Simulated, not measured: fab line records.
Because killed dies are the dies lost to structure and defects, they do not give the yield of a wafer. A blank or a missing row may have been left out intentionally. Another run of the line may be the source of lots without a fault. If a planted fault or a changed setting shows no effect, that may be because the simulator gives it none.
Matching of chambers | flow n5_finfet | N5_DUMMY_GATE_STRIP_40 on rie_diel-06: 4 sister chambers
The step strips in CF4. 27 wafers are shown with their chamber, then 12 later ones without.

## EACH WAFER AND ITS CHAMBER
wafer  | chamber | drypump_motor_current_A (A) | oes_product_au (a.u.) | throttle_valve_pct (%)
L075.2 | 0       | 5.83                        | 0.76                  | 13.79
L075.3 | 2       | 5.51                        | 0.72                  | 13.53
L075.6 | 1       | 5.91                        | 0.77                  | 13.70
L078.2 | 2       | 5.53                        | 0.71                  | 13.55
L078.4 | 1       | 5.90                        | 0.76                  | 13.68
L078.6 | 1       | 5.92                        | 0.76                  | 13.68
L079.1 | 1       | 5.93                        | 0.76                  | 13.72
L079.2 | 2       | 5.52                        | 0.71                  | 13.55
L079.4 | 0       | 5.81                        | 0.76                  | 13.80
L080.2 | 1       | 5.90                        | 0.76                  | 13.69
L080.3 | 3       | 5.80                        | 0.94                  | 13.51
L080.6 | 0       | 5.82                        | 0.75                  | 13.80
L081.1 | 1       | 5.89                        | 0.76                  | 13.75
L081.3 | 3       | 5.79                        | 0.94                  | 13.52
L081.6 | 1       | 5.91                        | 0.75                  | 13.70
L084.1 | 1       | 5.90                        | 0.76                  | 13.73
L084.2 | 2       | 5.52                        | 0.71                  | 13.55
L084.4 | 0       | 5.82                        | 0.74                  | 13.82
L086.2 | 2       | 5.52                        | 0.71                  | 13.56
L086.3 | 0       | 5.84                        | 0.74                  | 13.80
L086.4 | 3       | 5.79                        | 0.92                  | 13.53
L085.1 | 3       | 5.77                        | 0.92                  | 13.56
L085.4 | 0       | 5.84                        | 0.73                  | 13.83
L085.5 | 0       | 5.85                        | 0.74                  | 13.81
L087.4 | 3       | 5.80                        | 0.91                  | 13.54
L087.5 | 1       | 5.89                        | 0.75                  | 13.74
L087.6 | 0       | 5.85                        | 0.74                  | 13.81

SIGNATURES (averages over the wafers above)
reading                 | chamber 0 | chamber 1 | chamber 2 | chamber 3 | scatter within a chamber
drypump_motor_current_A | 5.8325    | 5.9056    | 5.5200    | 5.7900    | 0.0128
oes_product_au          | 0.7450    | 0.7589    | 0.7120    | 0.9260    | 0.00906
throttle_valve_pct      | 13.8075   | 13.7100   | 13.5480   | 13.5320   | 0.0192
Rule: distance of a wafer from a chamber = root of the sum over the readings of ((wafer's reading minus chamber's mean) / reading's scatter) squared. If the next closest chamber is less than 2 further off than the closest, the wafer can't be placed; otherwise it belongs to the closest. How the scatter is found: for the shown wafers, subtract from each reading the mean of its chamber, square and add these, divide the total by (wafers less chambers), then take the root.

## WAFERS MISSING THEIR CHAMBER
wafer  | drypump_motor_current_A (A) | oes_product_au (a.u.) | throttle_valve_pct (%)
L090.4 | 5.82                        | 0.90                  | 13.57
L090.5 | 5.95                        | 0.75                  | 13.76
L090.6 | 5.84                        | 0.73                  | 13.84
L091.1 | 5.78                        | 0.90                  | 13.56
L091.4 | 5.83                        | 0.74                  | 13.83
L091.5 | 5.83                        | 0.73                  | 13.83
L094.1 | 5.94                        | 0.73                  | 13.78
L094.2 | 5.78                        | 0.89                  | 13.56
L094.3 | 5.83                        | 0.72                  | 13.85
L094.4 | 5.51                        | 0.69                  | 13.58
L094.5 | 5.82                        | 0.73                  | 13.84
L094.6 | 5.91                        | 0.73                  | 13.77

## WHICH CHAMBER EACH WENT THROUGH
wafer  | from the rows above | in truth
L090.4 | 3                   | 3
L090.5 | 1                   | 1
L090.6 | 0                   | 0
L091.1 | 3                   | 3
L091.4 | 0                   | 0
L091.5 | 0                   | 0
L094.1 | 1                   | 1
L094.2 | 3                   | 3
L094.3 | 0                   | 0
L094.4 | 2                   | 2
L094.5 | 0                   | 0
L094.6 | 1                   | 1
Correctly placed: 12 of 12. Not placeable from these rows: 0. Wrongly placed: 0.
